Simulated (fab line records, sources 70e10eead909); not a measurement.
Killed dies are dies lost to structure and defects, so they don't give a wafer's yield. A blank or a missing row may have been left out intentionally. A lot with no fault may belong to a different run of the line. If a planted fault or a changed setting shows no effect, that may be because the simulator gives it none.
fab line records | flow nand-harc
record: lots: 6 wafers: 18 last-day: 33
route steps=1302 shown A_M1@1179
lots with no fault: from the same line, run without faults
start-h: hours from the record's opening day to when the first of the lot's shown wafers began | wait-h: hours from the lot's prior step to this one | " repeats the value in the row above | L1.1+2: a single row standing in for several wafers | - either no value or no given start | * or withheld: withheld | < > ~ a bound
route shown NAME@n: a module of which the file shows steps, and the number in the route of the first | usual: mean and standard deviation over wafers with no fault | same: alike in all rows | chamber/n: place in a boat | sites: readings site by site | _std_site: the values' standard deviation | _edge_site: inner sites' mean taken away from outer sites' mean | radius-mm: how far each site lies from the wafer's centre | mask NAME#n: copy n | behind: the tool/chamber that last shaped the wafer | hold: why the lot went on hold/how many hours it stayed there/how the hold came to an end | device: the n, p or np transistor that did not switch | end of line: the same wafers' tests at the end of the route | a step given without rows: its recipe and nothing more | killed: dies lost to structure and defects at the first sort, not the wafer's yield | map: the dies of a wafer, with x for killed, . for not killed, _ for no die there
set.NAME: setting as actually run; set.NAME@STEP: the setting as run at that earlier step | model.NAME: the simulator's own value behind a step, which no gauge read
a table for each step, a row for each wafer; lots at some steps of the route
services: a tool's chamber out of use, with start hour (start-h, from the record's first day; less than 0 if before it), hours out, and reason
== steps ==
step: NHARC_A_M1_CD_MEAS_09
recipe: target-cd-nm: 120 landing-energy-ev: 500
usual: cd-nm: 119.8/0.43
columns lot.wafer tool chamber start-h wait-h cd-nm
L928.1 cd-sem-02 0 609.77 - 119.8
L928.2 " 0 " " 119.7
L928.6 " 0 " " 120.0
L929.1 cd-sem-02 0 626.31 - 120.9
L929.4 " 0 " " 120.2
L929.5 " 0 " " 120.4
L934.1 cd-sem-01 0 661.02 - 120.5
L934.2 " 0 " " 120.3
L934.6 " 0 " " 119.9
L935.2 cd-sem-03 0 662.33 - 119.4
L935.3 " 0 " " 119.5
L935.4 " 0 " " 119.0
L941.1 cd-sem-02 0 736.81 - 119.8
L941.2 " 0 " " 119.5
L941.3 " 0 " " 120.5
L940.2 cd-sem-02 0 737.16 - 119.6
L940.5 " 0 " " 119.7
L940.6 " 0 " " 119.5
step: NHARC_A_M1_OVL_MEAS_10
recipe: pitch-nm: 240
usual: overlay-x-nm: 0.1/0.83 overlay-y-nm: 0.0/0.86
columns lot.wafer tool chamber start-h wait-h overlay-x-nm overlay-y-nm
L928.1 overlay-02 - 609.86 - 0.1 -0.1
L928.2 " - " " 0.0 0.6
L928.6 " - " " -0.3 0.2
L929.1 overlay-02 - 626.39 - -1.2 1.6
L929.4 " - " " -1.2 1.0
L929.5 " - " " -0.2 0.1
L934.1 overlay-01 - 661.11 - 0.0 -0.7
L934.2 " - " " -0.2 -0.1
L934.6 " - " " -0.9 -0.3
L935.2 overlay-02 - 662.42 - -1.2 0.8
L935.3 " - " " -0.9 0.8
L935.4 " - " " -1.2 1.0
L941.1 overlay-02 - 736.90 - 0.7 0.5
L941.2 " - " " 0.8 0.9
L941.3 " - " " 1.3 0.9
L940.2 overlay-02 - 737.25 - 0.6 -1.1
L940.5 " - " " 0.7 -1.2
L940.6 " - " " 0.4 -1.3
step: NHARC_A_M1_INSPECT_11
usual: raw-defect-count: 92/37
columns lot.wafer tool chamber start-h wait-h raw-defect-count
L928.1 defect-inspect-02 - 609.89 0.0 68
L928.2 " - " " 60
L928.6 " - " " 83
L929.1 defect-inspect-02 - 626.43 0.0 58
L929.4 " - " " 74
L929.5 " - " " 69
L934.1 defect-inspect-02 - 661.14 0.0 54
L934.2 " - " " 54
L934.6 " - " " 56
L935.2 defect-inspect-01 - 662.45 0.0 150
L935.3 " - " " 161
L935.4 " - " " 140
L941.1 defect-inspect-01 - 736.93 0.0 30
L941.2 " - " " 41
L941.3 " - " " 35
L940.2 defect-inspect-01 - 737.28 0.0 142
L940.5 " - " " 122
L940.6 " - " " 127
step: NHARC_A_M1_DESCUM_14
recipe: time-s: 3 o2-flow-sccm: 200 ar-flow-sccm: 0 bias-power-w: 0 chemistry: O2
step: NHARC_A_M1_ETCH_35
recipe: target-depth-a: 400 overetch-a: 120 time-s: 43.94 ion-energy-ev: 200 n2-flow-sccm: 150 h2-flow-sccm: 150 ar-flow-sccm: 0 rf-w: 400 bias-w: 150 chemistry: N2/H2
step: NHARC_A_M1_ETCH_15
recipe: target-depth-a: 1825 time-s: 91.2 c4f8-flow-sccm: withheld ar-flow-sccm: 400 rf-w: 600 bias-w: 300 chemistry: C4F8/Ar
usual: oes-product-au: 0.955/0.02 rf-vpp-V: 441.4/2.8
columns lot.wafer tool chamber start-h wait-h oes-product-au rf-hours-counter-h rf-vpp-V
L928.2 rie-diel-07 0 - - 0.967 2.8 443.9
L928.1 " 1 " " 0.981 3.0 444.5
L928.6 " 3 " " 0.950 - 438.7
L929.4 rie-diel-07 2 - - 0.923 3.2 437.9
L929.1 " 3 " " 0.917 3.0 439.3
L929.5 " 2 " " 0.923 - 438.4
L934.1 rie-diel-07 2 - - 0.982 0.2 439.9
L934.2 " 3 " " 0.953 0.2 440.9
L934.6 " 1 " " 0.981 - 445.2
L935.4 rie-diel-07 3 - - 0.963 0.2 439.8
L935.2 " 0 " " 0.981 0.2 444.8
L935.3 " 1 " " 0.972 0.2 444.8
L941.3 rie-diel-08 1 - - 0.979 0.0 440.1
L941.1 " 2 " " 0.988 0.1 441.1
L941.2 " 0 " " 0.957 0.0 441.6
L940.2 rie-diel-07 1 - - 0.961 2.0 445.6
L940.5 " 3 " " 0.952 - 439.3
L940.6 " 0 " " 0.956 - 443.1
step: NHARC_A_M1_CD_MEAS_16
usual: cd-nm: 119.7/0.55
columns lot.wafer tool chamber start-h wait-h cd-nm
L928.1 cd-sem-01 - 610.26 - 119.6
L928.2 " - " " 119.0
L928.6 " - " " 120.3
L929.1 cd-sem-03 - 626.80 - 120.0
L929.4 " - " " 119.7
L929.5 " - " " 119.9
L934.1 cd-sem-01 - 661.51 - 120.4
L934.2 " - " " 119.5
L934.6 " - " " 120.1
L935.2 cd-sem-03 - 662.82 - 118.9
L935.3 " - " " 119.0
L935.4 " - " " 118.6
L941.1 cd-sem-02 - 737.30 - 120.3
L941.2 " - " " 119.4
L941.3 " - " " 120.2
L940.2 cd-sem-01 - 737.65 - 119.1
L940.5 " - " " 119.2
L940.6 " - " " 118.9
step: NHARC_A_M1_STRIP_18
recipe: power-w: 1000 n2-flow-sccm: 150 h2-flow-sccm: 150 ar-flow-sccm: 0 bias-w: 0 chemistry: N2/H2
step: NHARC_A_M1_ETCH_28
recipe: target-depth-a: 300 over-etch-frac: 0.3 time-s: 72.99 ion-energy-ev: 150 cf4-flow-sccm: 50 n2-flow-sccm: 100 ar-flow-sccm: 150 rf-w: 300 bias-w: 100 chemistry: CF4/N2
usual: drypump-motor-current-A: 5.7/0.48 oes-product-au: 1.002/0.0073 rf-vpp-V: 314.2/2 showerhead-plenum-p-Torr: 2.64/0.11 throttle-valve-pct: 19.793/0.01
columns lot.wafer tool chamber start-h wait-h drypump-motor-current-A oes-product-au rf-hours-counter-h rf-vpp-V showerhead-plenum-p-Torr throttle-valve-pct
L928.1 rie-diel-12 2 - - 5.8 0.993 9.0 313.3 2.62 19.799
L928.2 " 0 " " 5.9 0.999 10.1 311.5 2.46 19.786
L928.6 " 3 " " 5.7 0.999 - 309.3 2.48 19.812
L929.4 rie-diel-08 1 - - 6.4 1.001 3.6 313.5 2.57 19.781
L929.1 " 2 " " 6.1 0.995 3.7 315.2 2.70 19.784
L929.5 " 1 " " 6.4 0.987 - 312.6 2.57 19.792
L934.2 rie-diel-08 0 - - 5.2 0.997 6.3 315.3 2.67 19.810
L934.1 " 2 " " 6.1 0.987 5.6 314.4 2.70 19.777
L934.6 " 0 " " 5.2 0.998 - 314.3 2.67 19.801
L935.3 rie-diel-08 3 - - 5.3 1.002 5.4 313.4 2.61 19.803
L935.2 " 0 " " 5.2 1.008 6.4 315.3 2.67 19.802
L935.4 " 2 " " 6.1 1.003 5.7 316.1 2.70 19.806
L941.3 rie-diel-08 1 - - 6.5 1.007 0.1 312.7 2.57 19.808
L941.1 " 2 " " 6.1 1.017 0.2 315.1 2.70 19.787
L941.2 " 3 " " 5.3 1.000 0.1 312.4 2.61 19.791
L940.2 rie-diel-07 3 - - 5.8 0.995 2.5 313.8 2.58 19.796
L940.5 " 1 " " 6.2 1.007 - 317.3 2.80 19.802
L940.6 " 2 " " 5.8 1.008 - 312.1 2.56 19.798
step: NHARC_A_M1_STRIP_19
recipe: time-s: 600 temp-c: 30 chemistry: post-etch-residue-remover
step: NHARC_A_M1_DEGAS_29
recipe: temp-c: 250 time-s: 60
usual: heater-power-w: 319/22 susceptor-temp-C: 249.99/0.18
columns lot.wafer tool chamber start-h wait-h heater-power-w susceptor-temp-C
L928.2 pvd-sputter-03 - 611.05 - 287 249.85
L928.1 " - " " 345 249.58
L928.6 " - " " 317 250.02
L929.1 pvd-sputter-01 - 627.96 - 310 249.94
L929.4 " - " " 350 250.10
L929.5 " - " " 329 249.82
L934.1 pvd-sputter-02 - 662.22 - 330 250.07
L934.2 " - " " 314 249.98
L934.6 " - " " 337 249.70
L935.3 pvd-sputter-03 - 663.54 - 315 250.07
L935.2 " - " " 350 250.13
L935.4 " - " " 318 249.99
L941.1 pvd-sputter-03 - 738.02 - 323 249.88
L941.3 " - " " 346 250.03
L941.2 " - " " 337 249.79
L940.2 pvd-sputter-01 - 738.37 - 355 249.73
L940.5 " - " " 332 250.13
L940.6 " - " " 292 249.89
step: NHARC_A_M1_PRE_CLEAN_30
recipe: time-s: 30 temp-c: 280 gas: H2/He
usual: heater-power-w: 392/28 susceptor-temp-C: 280.00/0.18
columns lot.wafer tool chamber start-h wait-h heater-power-w susceptor-temp-C
L928.2 pvd-sputter-03 - - - 357 280.12
L928.1 " - " " 378 280.14
L928.6 " - " " 354 280.13
L929.1 pvd-sputter-01 - - - 421 279.97
L929.4 " - " " 438 280.19
L929.5 " - " " 360 279.50
L934.1 pvd-sputter-02 - - - 403 279.97
L934.2 " - " " 377 280.10
L934.6 " - " " 393 279.99
L935.2 pvd-sputter-03 - - - 400 280.21
L935.4 " - " " 353 280.16
L935.3 " - " " 426 280.04
L941.3 pvd-sputter-03 - - - 409 280.04
L941.2 " - " " 440 280.42
L941.1 " - " " 350 280.16
L940.2 pvd-sputter-01 - - - 428 279.62
L940.6 " - " " 415 279.54
L940.5 " - " " 361 279.82
step: NHARC_A_M1_PVD_20
recipe: target-thk-a: 50 bias-v: 168.6 power-w: 15000 chamber-pressure-pa: 0.12 time-s: 8.06 substrate-temp-c: 50 material: TaN
usual: bias-v: 168.7/1.6 cathode-dc-power-W: 15000/2.6 throttle-valve-pct: 30.4/0.82
columns lot.wafer tool chamber start-h wait-h bias-v cathode-dc-power-W throttle-valve-pct
L928.2 pvd-sputter-03 - 611.18 - 168.4 15004 30.3
L928.1 " - " " 168.3 15002 29.4
L928.6 " - " " 168.8 14996 30.3
L929.4 pvd-sputter-01 - 628.08 - 168.6 14999 30.2
L929.1 " - " " 170.2 15001 30.7
L929.5 " - " " 168.3 15005 30.7
L934.1 pvd-sputter-02 - 662.35 - - - -
L934.2 " - " " - - -
L934.6 " - " " - - -
L935.2 pvd-sputter-03 - 663.64 - - - -
L935.3 " - " " - - -
L935.4 " - " " - - -
L941.2 pvd-sputter-03 - 738.13 - 169.2 14999 28.8
L941.3 " - " " 170.0 15000 29.1
L941.1 " - " " 169.3 14999 29.6
L940.2 pvd-sputter-01 - 738.50 - 167.8 15001 31.2
L940.5 " - " " 166.6 15000 29.9
L940.6 " - " " 169.2 15005 30.6
step: NHARC_A_M1_PVD_21
recipe: target-thk-a: 300 chamber-pressure-pa: 5 power-w: 5000 substrate-temp-c: 30 time-s: 20.49 material: Cu
usual: cathode-dc-power-W: 5000.0/0.89 chamber-pressure-pa: 5.000/0.0098 throttle-valve-pct: 30.4/0.82
columns lot.wafer tool chamber start-h wait-h cathode-dc-power-W chamber-pressure-pa throttle-valve-pct
L928.2 pvd-sputter-03 - - - 5000.1 5.000 30.5
L928.1 " - " " 5001.8 5.014 29.6
L928.6 " - " " 5000.7 5.001 30.4
L929.4 pvd-sputter-01 - - - 5000.2 4.998 30.9
L929.1 " - " " 5000.5 4.987 30.3
L929.5 " - " " 5000.0 4.996 30.9
L934.2 pvd-sputter-02 - - - 5000.6 4.999 28.6
L934.1 " - " " 4998.8 4.997 32.0
L934.6 " - " " 4998.8 4.996 31.1
L935.2 pvd-sputter-03 - - - 4998.8 5.001 29.5
L935.3 " - " " 5000.6 5.010 30.0
L935.4 " - " " 4999.2 5.011 30.5
L941.2 pvd-sputter-03 - - - 5000.2 4.997 29.0
L941.3 " - " " 5000.2 4.996 30.7
L941.1 " - " " 4999.2 4.980 29.1
L940.2 pvd-sputter-01 - - - 4999.2 4.992 30.6
L940.6 " - " " 4998.8 4.999 31.1
L940.5 " - " " 4998.9 4.994 30.9
== services ==
columns tool chamber start-h hours kind
rie-diel-08 1 586.15 5.6 repair
rie-diel-07 1 593.62 5.2 repair
rie-diel-08 3 595.29 8.0 repair
rie-diel-08 - 600.66 0.7 repair
rie-diel-07 0 602.76 - clean
rie-diel-07 1 602.76 - clean
rie-diel-07 2 602.76 - clean
rie-diel-07 3 602.76 - clean
rie-diel-12 1 609.82 7.2 repair
rie-diel-07 2 611.95 9.3 repair
rie-diel-12 - 622.40 9.0 pm
rie-diel-07 0 627.26 - clean
rie-diel-07 1 627.26 - clean
rie-diel-07 2 627.26 - clean
rie-diel-07 3 627.26 - clean
pvd-sputter-02 - 638.07 10.0 pm
rie-diel-12 3 641.17 2.4 repair
rie-diel-07 - 648.20 9.0 pm
rie-diel-07 0 648.20 9.0 vent-cycle
rie-diel-07 1 667.54 6.8 repair
rie-diel-12 3 708.15 3.6 repair
pvd-sputter-03 - 713.22 10.0 pm
rie-diel-12 2 713.51 4.9 repair
rie-diel-08 - 721.80 9.0 pm
== key ==
first-sign: step: NHARC_A_M1_PVD_20 reading: tool-record direction: missing
effect none on later readings
met-at NHARC_A_M1_PVD_20
struck-wafers L934.1,L934.2,L934.6,L935.2,L935.3,L935.4
later-rows-left-out L934.1,L934.2,L934.6,L935.2,L935.3,L935.4
sort-left-out L934.1,L934.2,L934.6,L935.2,L935.3,L935.4
onset-between 611.18 662.35
fault: kind: skipped-step-whole tool: pvd-sputter-02,pvd-sputter-03 chamber: - onset-h: 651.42 steps: NHARC_A_M1_PVD_20 scope: struck-lots-only
sort-left-out: the simulated sort isn't trusted on such a fault, so these wafers' sort isn't shown, and their yield isn't known
later-rows-left-out: the simulator's readings of these wafers behind a module that went badly wrong aren't trusted and aren't shown, but for the sort
